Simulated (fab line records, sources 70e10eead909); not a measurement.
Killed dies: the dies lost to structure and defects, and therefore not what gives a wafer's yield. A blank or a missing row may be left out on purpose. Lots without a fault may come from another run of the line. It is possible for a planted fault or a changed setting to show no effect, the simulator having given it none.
fab line records || flow nand-harc
record {"lots": 5, "wafers": 15, "last-day": 33}
route steps=1302 shown P_GATE@170
lots untouched by any fault: they come from a run of this same line in which no faults occurred
start-h: the number of hours between the record's first day and the start of the first shown wafer of the lot || wait-h: how many hours have passed since the lot's step before this one || " same as the row above || L1.1+2: a row that stands for several wafers || - no value, or no start given || * or withheld: withheld || < > ~ a bound
route shown NAME@n: NAME is a module with steps in the file, n the number in the route of the first one || usual: average and standard deviation across the fault-free wafers || same: alike in all rows || chamber/n: place in a boat || sites: readings site by site || _std_site: the values' standard deviation || _edge_site: the outer-site mean with the inner-site mean subtracted || radius-mm: how far each site lies from the wafer's centre || mask NAME#n: copy n || behind: the most recent tool/chamber to have shaped the wafer || hold: why the lot was held/for how many hours/how that ended || device: the transistor (n, p or np) that didn't switch || end of line: tests of these same wafers at the route's end || step lacking rows: just its recipe || killed: not the wafer's yield, but the dies lost to structure and defects at the first sort || map: dies across one wafer; x = killed, . = not, _ = none there
set.NAME: setting as actually run; set.NAME@STEP: the setting as run at that earlier step || model.NAME: the simulator's own value behind a step, which no gauge read
lots at selected steps of the route; one table per step, one row per wafer
services: when a tool's chamber went out of use (start-h, in hours from the record's first day, below 0 if earlier), for how many hours, and the reason
## steps
# step NHARC_P_GATE_CD_MEAS_46
# recipe {"target-cd-nm": 720, "landing-energy-ev": 500}
# usual {"cd-nm": "720.5/1.9"}
{"lot.wafer": "L242.1", "tool": "cd-sem-03", "chamber": 0, "start-h": 157.08, "wait-h": "-", "cd-nm": 718.2}
{"lot.wafer": "L242.4", "tool": "cd-sem-03", "chamber": 0, "start-h": 157.08, "wait-h": "-", "cd-nm": 716.7}
{"lot.wafer": "L242.5", "tool": "cd-sem-03", "chamber": 0, "start-h": 157.08, "wait-h": "-", "cd-nm": 720.0}
{"lot.wafer": "L244.1", "tool": "cd-sem-03", "chamber": 0, "start-h": 175.85, "wait-h": "-", "cd-nm": 719.1}
{"lot.wafer": "L244.2", "tool": "cd-sem-03", "chamber": 0, "start-h": 175.85, "wait-h": "-", "cd-nm": 717.6}
{"lot.wafer": "L244.4", "tool": "cd-sem-03", "chamber": 0, "start-h": 175.85, "wait-h": "-", "cd-nm": 720.8}
{"lot.wafer": "L253.1", "tool": "cd-sem-02", "chamber": 0, "start-h": 270.40, "wait-h": "-", "cd-nm": 717.8}
{"lot.wafer": "L253.2", "tool": "cd-sem-02", "chamber": 0, "start-h": 270.40, "wait-h": "-", "cd-nm": 718.9}
{"lot.wafer": "L253.5", "tool": "cd-sem-02", "chamber": 0, "start-h": 270.40, "wait-h": "-", "cd-nm": 715.9}
{"lot.wafer": "L254.2", "tool": "cd-sem-01", "chamber": 0, "start-h": 279.08, "wait-h": "-", "cd-nm": 717.3}
{"lot.wafer": "L254.4", "tool": "cd-sem-01", "chamber": 0, "start-h": 279.08, "wait-h": "-", "cd-nm": 721.2}
{"lot.wafer": "L254.6", "tool": "cd-sem-01", "chamber": 0, "start-h": 279.08, "wait-h": "-", "cd-nm": 720.3}
{"lot.wafer": "L258.1", "tool": "cd-sem-01", "chamber": 0, "start-h": 326.33, "wait-h": "-", "cd-nm": 722.9}
{"lot.wafer": "L258.2", "tool": "cd-sem-01", "chamber": 0, "start-h": 326.33, "wait-h": "-", "cd-nm": 721.2}
{"lot.wafer": "L258.3", "tool": "cd-sem-01", "chamber": 0, "start-h": 326.33, "wait-h": "-", "cd-nm": 720.2}
# step NHARC_P_GATE_HARDBAKE_47
# recipe {"temp-c": 125, "time-s": 80}
# step NHARC_P_GATE_DESCUM_48
# recipe {"time-s": 3, "o2-flow-sccm": 200, "ar-flow-sccm": 0, "bias-power-w": 0, "chemistry": "O2"}
# usual {"chamber-pressure-mTorr": "60.01/0.052", "drypump-motor-current-A": "5.8/0.37", "oes-product-au": "1.001/0.01", "rf-vpp-V": "57.7/0.88", "showerhead-plenum-p-Torr": "1.88/0.072", "throttle-valve-pct": "11.312/0.0095"}
# same {"bias-power-w": 0}
{"lot.wafer": "L242.4", "tool": "rie-diel-07", "chamber": 1, "start-h": 157.26, "wait-h": "-", "chamber-pressure-mTorr": 59.99, "drypump-motor-current-A": 5.6, "oes-product-au": 0.983, "rf-hours-counter-h": 2, "rf-vpp-V": 58.1, "showerhead-plenum-p-Torr": 1.84, "throttle-valve-pct": 11.308}
{"lot.wafer": "L242.1", "tool": "rie-diel-07", "chamber": 2, "start-h": 157.26, "wait-h": "-", "chamber-pressure-mTorr": 59.97, "drypump-motor-current-A": 6.0, "oes-product-au": 1.008, "rf-hours-counter-h": 1, "rf-vpp-V": 59.0, "showerhead-plenum-p-Torr": 1.97, "throttle-valve-pct": 11.312}
{"lot.wafer": "L242.5", "tool": "rie-diel-07", "chamber": 3, "start-h": 157.26, "wait-h": "-", "chamber-pressure-mTorr": 59.92, "drypump-motor-current-A": 6.4, "oes-product-au": 1.013, "rf-hours-counter-h": "-", "rf-vpp-V": 57.8, "showerhead-plenum-p-Torr": 1.83, "throttle-valve-pct": 11.314}
{"lot.wafer": "L244.1", "tool": "rie-diel-01", "chamber": 3, "start-h": 176.01, "wait-h": "-", "chamber-pressure-mTorr": 59.97, "drypump-motor-current-A": 5.7, "oes-product-au": 1.018, "rf-hours-counter-h": 7, "rf-vpp-V": 58.1, "showerhead-plenum-p-Torr": 1.86, "throttle-valve-pct": 11.307}
{"lot.wafer": "L244.4", "tool": "rie-diel-01", "chamber": 0, "start-h": 176.01, "wait-h": "-", "chamber-pressure-mTorr": 60.03, "drypump-motor-current-A": 6.0, "oes-product-au": 1.008, "rf-hours-counter-h": 9, "rf-vpp-V": 58.2, "showerhead-plenum-p-Torr": 1.92, "throttle-valve-pct": 11.306}
{"lot.wafer": "L244.2", "tool": "rie-diel-01", "chamber": 2, "start-h": 176.01, "wait-h": "-", "chamber-pressure-mTorr": 59.98, "drypump-motor-current-A": 5.3, "oes-product-au": 1.006, "rf-hours-counter-h": 8, "rf-vpp-V": 57.9, "showerhead-plenum-p-Torr": 1.92, "throttle-valve-pct": 11.317}
{"lot.wafer": "L253.2", "tool": "rie-diel-07", "chamber": 2, "start-h": 270.56, "wait-h": "-", "chamber-pressure-mTorr": 59.96, "drypump-motor-current-A": 6.0, "oes-product-au": 0.996, "rf-hours-counter-h": 9, "rf-vpp-V": 59.4, "showerhead-plenum-p-Torr": 1.97, "throttle-valve-pct": 11.304}
{"lot.wafer": "L253.1", "tool": "rie-diel-07", "chamber": 1, "start-h": 270.56, "wait-h": "-", "chamber-pressure-mTorr": 59.95, "drypump-motor-current-A": 5.6, "oes-product-au": 0.996, "rf-hours-counter-h": 10, "rf-vpp-V": 58.3, "showerhead-plenum-p-Torr": 1.84, "throttle-valve-pct": 11.317}
{"lot.wafer": "L253.5", "tool": "rie-diel-07", "chamber": 2, "start-h": 270.56, "wait-h": "-", "chamber-pressure-mTorr": 60.09, "drypump-motor-current-A": 6.0, "oes-product-au": 1.001, "rf-hours-counter-h": "-", "rf-vpp-V": 58.2, "showerhead-plenum-p-Torr": 1.97, "throttle-valve-pct": 11.320}
{"lot.wafer": "L254.2", "tool": "rie-diel-02", "chamber": 3, "start-h": 279.25, "wait-h": "-", "chamber-pressure-mTorr": 60.13, "drypump-motor-current-A": 6.0, "oes-product-au": 1.007, "rf-hours-counter-h": 3, "rf-vpp-V": 57.5, "showerhead-plenum-p-Torr": 1.84, "throttle-valve-pct": 11.310}
{"lot.wafer": "L254.4", "tool": "rie-diel-02", "chamber": 0, "start-h": 279.25, "wait-h": "-", "chamber-pressure-mTorr": 60.08, "drypump-motor-current-A": 5.6, "oes-product-au": 0.996, "rf-hours-counter-h": 2, "rf-vpp-V": 58.3, "showerhead-plenum-p-Torr": 1.85, "throttle-valve-pct": 11.311}
{"lot.wafer": "L254.6", "tool": "rie-diel-02", "chamber": 2, "start-h": 279.25, "wait-h": "-", "chamber-pressure-mTorr": 59.95, "drypump-motor-current-A": 6.1, "oes-product-au": 1.005, "rf-hours-counter-h": "-", "rf-vpp-V": 57.8, "showerhead-plenum-p-Torr": 1.81, "throttle-valve-pct": 11.311}
{"lot.wafer": "L258.1", "tool": "rie-diel-02", "chamber": 1, "start-h": 326.49, "wait-h": "-", "chamber-pressure-mTorr": 60.06, "drypump-motor-current-A": 6.0, "oes-product-au": 1.005, "rf-hours-counter-h": 5, "rf-vpp-V": 57.1, "showerhead-plenum-p-Torr": 1.80, "throttle-valve-pct": 11.313}
{"lot.wafer": "L258.2", "tool": "rie-diel-02", "chamber": 2, "start-h": 326.49, "wait-h": "-", "chamber-pressure-mTorr": 59.90, "drypump-motor-current-A": 6.1, "oes-product-au": 1.006, "rf-hours-counter-h": 6, "rf-vpp-V": 57.8, "showerhead-plenum-p-Torr": 1.81, "throttle-valve-pct": 11.305}
{"lot.wafer": "L258.3", "tool": "rie-diel-02", "chamber": 0, "start-h": 326.49, "wait-h": "-", "chamber-pressure-mTorr": 59.98, "drypump-motor-current-A": 5.6, "oes-product-au": 0.997, "rf-hours-counter-h": 4, "rf-vpp-V": 56.6, "showerhead-plenum-p-Torr": 1.85, "throttle-valve-pct": 11.306}
# step NHARC_P_GATE_IMPLANT_49
# recipe {"energy-kev": 30, "dose-cm2": 3e+15, "tilt-deg": 7}
# step NHARC_P_GATE_STRIP_111
# recipe {"power-w": 1500, "temp-c": 110, "time-s": 250, "chemistry": "N2/H2"}
# usual {"drypump-motor-current-A": "5.8/0.43", "heater-power-w": "93/16"}
{"lot.wafer": "L242.1", "tool": "plasma-asher-02", "chamber": 0, "start-h": 157.61, "wait-h": 0.2, "drypump-motor-current-A": 5.5, "heater-power-w": 71, "rf-hours-counter-h": 8}
{"lot.wafer": "L242.4", "tool": "plasma-asher-02", "chamber": 0, "start-h": 157.61, "wait-h": 0.2, "drypump-motor-current-A": 5.4, "heater-power-w": 75, "rf-hours-counter-h": "-"}
{"lot.wafer": "L242.5", "tool": "plasma-asher-02", "chamber": 0, "start-h": 157.61, "wait-h": 0.2, "drypump-motor-current-A": 5.5, "heater-power-w": 71, "rf-hours-counter-h": "-"}
{"lot.wafer": "L244.1", "tool": "plasma-asher-02", "chamber": 1, "start-h": 176.38, "wait-h": 0.2, "drypump-motor-current-A": 5.4, "heater-power-w": 85, "rf-hours-counter-h": 14}
{"lot.wafer": "L244.2", "tool": "plasma-asher-02", "chamber": 0, "start-h": 176.38, "wait-h": 0.2, "drypump-motor-current-A": 5.4, "heater-power-w": 71, "rf-hours-counter-h": 14}
{"lot.wafer": "L244.4", "tool": "plasma-asher-02", "chamber": 0, "start-h": 176.38, "wait-h": 0.2, "drypump-motor-current-A": 5.4, "heater-power-w": 73, "rf-hours-counter-h": "-"}
{"lot.wafer": "L253.1", "tool": "plasma-asher-01", "chamber": 0, "start-h": 270.93, "wait-h": 0.2, "drypump-motor-current-A": 6.4, "heater-power-w": 94, "rf-hours-counter-h": 19}
{"lot.wafer": "L253.2", "tool": "plasma-asher-01", "chamber": 1, "start-h": 270.93, "wait-h": 0.2, "drypump-motor-current-A": 5.9, "heater-power-w": 115, "rf-hours-counter-h": 19}
{"lot.wafer": "L253.5", "tool": "plasma-asher-01", "chamber": 1, "start-h": 270.93, "wait-h": 0.2, "drypump-motor-current-A": 5.9, "heater-power-w": 115, "rf-hours-counter-h": "-"}
{"lot.wafer": "L254.2", "tool": "plasma-asher-01", "chamber": 0, "start-h": 279.66, "wait-h": 0.2, "drypump-motor-current-A": 6.4, "heater-power-w": 94, "rf-hours-counter-h": 20}
{"lot.wafer": "L254.4", "tool": "plasma-asher-01", "chamber": 1, "start-h": 279.66, "wait-h": 0.2, "drypump-motor-current-A": 5.9, "heater-power-w": 115, "rf-hours-counter-h": "-"}
{"lot.wafer": "L254.6", "tool": "plasma-asher-01", "chamber": 0, "start-h": 279.66, "wait-h": 0.2, "drypump-motor-current-A": 6.4, "heater-power-w": 93, "rf-hours-counter-h": "-"}
{"lot.wafer": "L258.2", "tool": "plasma-asher-02", "chamber": 0, "start-h": 327.22, "wait-h": 0.2, "drypump-motor-current-A": 5.4, "heater-power-w": 69, "rf-hours-counter-h": 6}
{"lot.wafer": "L258.1", "tool": "plasma-asher-02", "chamber": 1, "start-h": 327.22, "wait-h": 0.2, "drypump-motor-current-A": 5.4, "heater-power-w": 88, "rf-hours-counter-h": 6}
{"lot.wafer": "L258.3", "tool": "plasma-asher-02", "chamber": 0, "start-h": 327.22, "wait-h": 0.2, "drypump-motor-current-A": 5.4, "heater-power-w": 71, "rf-hours-counter-h": "-"}
# step NHARC_P_GATE_STRIP_75
# recipe {"power-w": 1500, "temp-c": 250, "chemistry": "O2"}
# usual {"drypump-motor-current-A": "5.9/0.43", "heater-power-w": "350/58"}
{"lot.wafer": "L242.1", "tool": "plasma-asher-02", "chamber": 0, "start-h": 157.91, "wait-h": 0.3, "drypump-motor-current-A": 5.4, "heater-power-w": 271, "rf-hours-counter-h": 9}
{"lot.wafer": "L242.4", "tool": "plasma-asher-02", "chamber": 0, "start-h": 157.91, "wait-h": 0.3, "drypump-motor-current-A": 5.4, "heater-power-w": 274, "rf-hours-counter-h": "-"}
{"lot.wafer": "L242.5", "tool": "plasma-asher-02", "chamber": 0, "start-h": 157.91, "wait-h": 0.3, "drypump-motor-current-A": 5.4, "heater-power-w": 271, "rf-hours-counter-h": "-"}
{"lot.wafer": "L244.1", "tool": "plasma-asher-02", "chamber": 1, "start-h": 176.68, "wait-h": 0.2, "drypump-motor-current-A": 5.4, "heater-power-w": 325, "rf-hours-counter-h": 15}
{"lot.wafer": "L244.2", "tool": "plasma-asher-02", "chamber": 0, "start-h": 176.68, "wait-h": 0.2, "drypump-motor-current-A": 5.4, "heater-power-w": 280, "rf-hours-counter-h": 15}
{"lot.wafer": "L244.4", "tool": "plasma-asher-02", "chamber": 0, "start-h": 176.68, "wait-h": 0.2, "drypump-motor-current-A": 5.5, "heater-power-w": 280, "rf-hours-counter-h": "-"}
{"lot.wafer": "L253.1", "tool": "plasma-asher-01", "chamber": 0, "start-h": 271.23, "wait-h": 0.3, "drypump-motor-current-A": 6.4, "heater-power-w": 337, "rf-hours-counter-h": 19}
{"lot.wafer": "L253.2", "tool": "plasma-asher-01", "chamber": 1, "start-h": 271.23, "wait-h": 0.3, "drypump-motor-current-A": 5.9, "heater-power-w": 443, "rf-hours-counter-h": 19}
{"lot.wafer": "L253.5", "tool": "plasma-asher-01", "chamber": 1, "start-h": 271.23, "wait-h": 0.3, "drypump-motor-current-A": 5.9, "heater-power-w": 427, "rf-hours-counter-h": "-"}
{"lot.wafer": "L254.2", "tool": "plasma-asher-01", "chamber": 0, "start-h": 279.92, "wait-h": 0.2, "drypump-motor-current-A": 6.4, "heater-power-w": 353, "rf-hours-counter-h": 20}
{"lot.wafer": "L254.4", "tool": "plasma-asher-01", "chamber": 1, "start-h": 279.92, "wait-h": 0.2, "drypump-motor-current-A": 5.9, "heater-power-w": 437, "rf-hours-counter-h": "-"}
{"lot.wafer": "L254.6", "tool": "plasma-asher-01", "chamber": 0, "start-h": 279.92, "wait-h": 0.2, "drypump-motor-current-A": 6.4, "heater-power-w": 347, "rf-hours-counter-h": "-"}
{"lot.wafer": "L258.2", "tool": "plasma-asher-02", "chamber": 0, "start-h": 327.52, "wait-h": 0.2, "drypump-motor-current-A": 5.5, "heater-power-w": 261, "rf-hours-counter-h": 6}
{"lot.wafer": "L258.1", "tool": "plasma-asher-02", "chamber": 1, "start-h": 327.52, "wait-h": 0.2, "drypump-motor-current-A": 5.4, "heater-power-w": 326, "rf-hours-counter-h": 6}
{"lot.wafer": "L258.3", "tool": "plasma-asher-02", "chamber": 0, "start-h": 327.52, "wait-h": 0.2, "drypump-motor-current-A": 5.4, "heater-power-w": 262, "rf-hours-counter-h": "-"}
# step NHARC_P_GATE_STRIP_50
# recipe {"time-s": 900, "temp-c": 130, "chemistry": "SPM"}
# step NHARC_P_GATE_DEHYDRATE_51
# recipe {"temp-c": 150, "time-s": 120}
# step NHARC_P_GATE_HMDS_52
# recipe {"time-s": 30}
# step NHARC_P_GATE_COAT_53
# recipe {"spin-rpm": 3000}
# step NHARC_P_GATE_SOFTBAKE_54
# recipe {"temp-c": 122, "time-s": 95}
# step NHARC_P_GATE_EBR_55
# step NHARC_P_GATE_EXPOSE_56
# recipe {"na": 0.6, "target-cd-nm": 720, "dose-mj": 14.81, "mask-id": "P_PSD"}
{"lot.wafer": "L242.1+4+5", "tool": "krf-scanner-03", "chamber": 0, "start-h": 158.68, "wait-h": "-", "mask": "P_PSD#0"}
{"lot.wafer": "L244.1+2+4", "tool": "krf-scanner-03", "chamber": 0, "start-h": 177.45, "wait-h": "-", "mask": "P_PSD_R1#0"}
{"lot.wafer": "L253.1+2+5", "tool": "krf-scanner-03", "chamber": 0, "start-h": 271.99, "wait-h": "-", "mask": "P_PSD#0"}
{"lot.wafer": "L254.2+4+6", "tool": "krf-scanner-03", "chamber": 0, "start-h": 280.56, "wait-h": "-", "mask": "P_PSD#0"}
{"lot.wafer": "L258.1+2+3", "tool": "krf-scanner-03", "chamber": 0, "start-h": 328.28, "wait-h": "-", "mask": "P_PSD#0"}
# step NHARC_P_GATE_PEB_57
# recipe {"peb-temp-c": 118, "peb-time-s": 85}
# step NHARC_P_GATE_DEVELOP_58
# recipe {"time-s": 70}
# step NHARC_P_GATE_CD_MEAS_59
# recipe {"target-cd-nm": 720, "landing-energy-ev": 500}
# usual {"cd-nm": "718.7/1.6"}
{"lot.wafer": "L242.1", "tool": "cd-sem-02", "chamber": 0, "start-h": 158.83, "wait-h": "-", "cd-nm": 718.0}
{"lot.wafer": "L242.4", "tool": "cd-sem-02", "chamber": 0, "start-h": 158.83, "wait-h": "-", "cd-nm": 718.3}
{"lot.wafer": "L242.5", "tool": "cd-sem-02", "chamber": 0, "start-h": 158.83, "wait-h": "-", "cd-nm": 719.0}
{"lot.wafer": "L244.1", "tool": "cd-sem-03", "chamber": 0, "start-h": 177.61, "wait-h": "-", "cd-nm": 710.4}
{"lot.wafer": "L244.2", "tool": "cd-sem-03", "chamber": 0, "start-h": 177.61, "wait-h": "-", "cd-nm": 709.5}
{"lot.wafer": "L244.4", "tool": "cd-sem-03", "chamber": 0, "start-h": 177.61, "wait-h": "-", "cd-nm": 710.0}
{"lot.wafer": "L253.1", "tool": "cd-sem-02", "chamber": 0, "start-h": 272.15, "wait-h": "-", "cd-nm": 719.2}
{"lot.wafer": "L253.2", "tool": "cd-sem-02", "chamber": 0, "start-h": 272.15, "wait-h": "-", "cd-nm": 718.4}
{"lot.wafer": "L253.5", "tool": "cd-sem-02", "chamber": 0, "start-h": 272.15, "wait-h": "-", "cd-nm": 715.7}
{"lot.wafer": "L254.2", "tool": "cd-sem-01", "chamber": 0, "start-h": 280.72, "wait-h": "-", "cd-nm": 718.9}
{"lot.wafer": "L254.4", "tool": "cd-sem-01", "chamber": 0, "start-h": 280.72, "wait-h": "-", "cd-nm": 719.1}
{"lot.wafer": "L254.6", "tool": "cd-sem-01", "chamber": 0, "start-h": 280.72, "wait-h": "-", "cd-nm": 718.6}
{"lot.wafer": "L258.1", "tool": "cd-sem-02", "chamber": 0, "start-h": 328.44, "wait-h": "-", "cd-nm": 719.1}
{"lot.wafer": "L258.2", "tool": "cd-sem-02", "chamber": 0, "start-h": 328.44, "wait-h": "-", "cd-nm": 717.9}
{"lot.wafer": "L258.3", "tool": "cd-sem-02", "chamber": 0, "start-h": 328.44, "wait-h": "-", "cd-nm": 717.3}
# step NHARC_P_GATE_HARDBAKE_60
# recipe {"temp-c": 125, "time-s": 80}
## services
{"tool": "krf-scanner-03", "chamber": "-", "start-h": 136.21, "hours": 1.5, "kind": "repair"}
{"tool": "rie-diel-02", "chamber": 0, "start-h": 146.90, "hours": "-", "kind": "clean"}
{"tool": "plasma-asher-01", "chamber": "-", "start-h": 165.69, "hours": 9.0, "kind": "pm"}
{"tool": "plasma-asher-01", "chamber": 0, "start-h": 165.69, "hours": 9.0, "kind": "vent-cycle"}
{"tool": "plasma-asher-01", "chamber": 1, "start-h": 165.69, "hours": 9.0, "kind": "vent-cycle"}
{"tool": "plasma-asher-01", "chamber": 0, "start-h": 174.69, "hours": "-", "kind": "clean"}
{"tool": "plasma-asher-01", "chamber": 1, "start-h": 174.69, "hours": "-", "kind": "clean"}
{"tool": "rie-diel-01", "chamber": 0, "start-h": 188.55, "hours": 13.6, "kind": "repair"}
{"tool": "rie-diel-02", "chamber": 1, "start-h": 199.48, "hours": 5.8, "kind": "repair"}
{"tool": "rie-diel-01", "chamber": "-", "start-h": 203.80, "hours": 9.0, "kind": "pm"}
{"tool": "rie-diel-02", "chamber": "-", "start-h": 216.70, "hours": 9.0, "kind": "pm"}
{"tool": "krf-scanner-03", "chamber": "-", "start-h": 224.00, "hours": 4.0, "kind": "pm"}
{"tool": "rie-diel-01", "chamber": 0, "start-h": 225.05, "hours": 2.0, "kind": "repair"}
{"tool": "rie-diel-07", "chamber": 0, "start-h": 225.93, "hours": 9.2, "kind": "repair"}
{"tool": "rie-diel-02", "chamber": 1, "start-h": 236.01, "hours": 5.9, "kind": "repair"}
{"tool": "rie-diel-02", "chamber": 0, "start-h": 246.96, "hours": 6.5, "kind": "repair"}
{"tool": "krf-scanner-03", "chamber": 0, "start-h": 263.83, "hours": "-", "kind": "calibration"}
{"tool": "plasma-asher-02", "chamber": "-", "start-h": 284.71, "hours": 9.0, "kind": "pm"}
{"tool": "plasma-asher-02", "chamber": 0, "start-h": 284.71, "hours": 9.0, "kind": "vent-cycle"}
{"tool": "plasma-asher-02", "chamber": 1, "start-h": 284.71, "hours": 9.0, "kind": "vent-cycle"}
{"tool": "plasma-asher-02", "chamber": 0, "start-h": 293.71, "hours": "-", "kind": "clean"}
{"tool": "plasma-asher-02", "chamber": 1, "start-h": 293.71, "hours": "-", "kind": "clean"}
{"tool": "rie-diel-07", "chamber": "-", "start-h": 294.20, "hours": 9.0, "kind": "pm"}
{"tool": "rie-diel-01", "chamber": 2, "start-h": 316.13, "hours": 4.5, "kind": "repair"}
## key
first-sign {"step": "NHARC_P_GATE_EXPOSE_56", "reading": "mask", "direction": "changed"}
effect {"step": "NHARC_P_GATE_CD_MEAS_59", "reading": "cd-nm", "direction": "down", "sigmas": 5.3, "usual": 718.7, "struck": 710.0}
met-at NHARC_P_GATE_EXPOSE_56
struck-wafers L244.1,L244.2,L244.4
tester-left-out L244
onset-between 158.68 177.45
fault {"kind": "wrong-mask", "tool": "any", "chamber": "-", "onset-h": 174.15, "steps": "NHARC_P_GATE_EXPOSE_56", "aux-copy": "P_PSD_R1#0", "cd-offset-nm": -5.8338, "scope": "struck-lots-only"}
# tester-left-out: of these lots the tester's yield and bins aren't shown, on N5 and GAA mostly nor the transistor test; their killed dies are dies lost to structure and defects alone, not to doping, threshold or leakage, so they don't give the yield
